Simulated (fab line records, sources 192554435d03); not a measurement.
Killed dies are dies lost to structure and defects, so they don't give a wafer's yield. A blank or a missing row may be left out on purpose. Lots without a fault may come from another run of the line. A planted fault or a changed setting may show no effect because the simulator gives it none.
Chamber matching | flow n5_finfet | N5_WELL_APT_DESCUM_13 on rie_diel-02: 4 sister chambers
The step chemistry O2, time 7.9 s. 14 wafers are shown with their chamber, then 7 later ones without.

WAFERS WITH THEIR CHAMBER
wafer  | chamber | drypump_motor_current_A (A) | throttle_valve_pct (%) | showerhead_plenum_p_Torr (Torr)
L079.3 | 1       | 5.5                         | 20.77                  | 2.10
L079.4 | 0       | 6.1                         | 20.12                  | 1.99
L079.6 | 2       | 5.1                         | 20.36                  | 2.08
L080.2 | 2       | 5.2                         | 20.35                  | 2.08
L080.4 | 0       | 6.1                         | 20.11                  | 1.99
L080.6 | 2       | 5.2                         | 20.36                  | 2.07
L081.2 | 2       | 5.2                         | 20.36                  | 2.07
L081.3 | 3       | 6.4                         | 20.08                  | 2.01
L081.5 | 2       | 5.2                         | 20.36                  | 2.07
L086.2 | 1       | 5.5                         | 20.77                  | 2.09
L086.3 | 2       | 5.2                         | 20.37                  | 2.07
L086.4 | 0       | 6.1                         | 20.14                  | 1.98
L089.1 | 2       | 5.2                         | 20.38                  | 2.07
L089.3 | 0       | 6.1                         | 20.13                  | 1.98

SIGNATURES (means of the wafers above)
reading                  | chamber 0 | chamber 1 | chamber 2 | chamber 3 | scatter within a chamber
drypump_motor_current_A  | 6.100     | 5.500     | 5.186     | 6.400     | 0.0293
throttle_valve_pct       | 20.1250   | 20.7700   | 20.3629   | 20.0800   | 0.0102
showerhead_plenum_p_Torr | 1.9850    | 2.0950    | 2.0729    | 2.0100    | 0.00541
Rule: a wafer's distance from a chamber is the root of the sum, over the readings, of the square of ((its reading less the chamber's mean) divided by the reading's scatter). The wafer belongs to the nearest chamber; if the next one is less than 2 further off, it can't be placed. The scatter: the root of (the sum of the squares of (reading less its chamber's mean) over the shown wafers, divided by (wafers less chambers)).

WAFERS WITHOUT THEIR CHAMBER
wafer  | drypump_motor_current_A (A) | throttle_valve_pct (%) | showerhead_plenum_p_Torr (Torr)
L089.4 | 6.4                         | 20.11                  | 2.01
L090.1 | 5.2                         | 20.38                  | 2.07
L090.2 | 6.4                         | 20.12                  | 2.01
L090.6 | 5.2                         | 20.39                  | 2.07
L094.2 | 5.2                         | 20.39                  | 2.06
L094.3 | 6.3                         | 20.15                  | 2.00
L094.6 | 5.5                         | 20.81                  | 2.09

WHICH CHAMBER EACH WENT THROUGH
wafer  | from the rows above     | in truth
L089.4 | 3                       | 3
L090.1 | 2                       | 2
L090.2 | 3                       | 3
L090.6 | 2                       | 2
L094.2 | 2                       | 2
L094.3 | can't be placed: 0 or 3 | 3
L094.6 | 1                       | 1
Placed correctly: 6 of 7. Can't be placed from these rows: 1 (the true chamber is among the candidates in 1). Placed wrongly: 0.
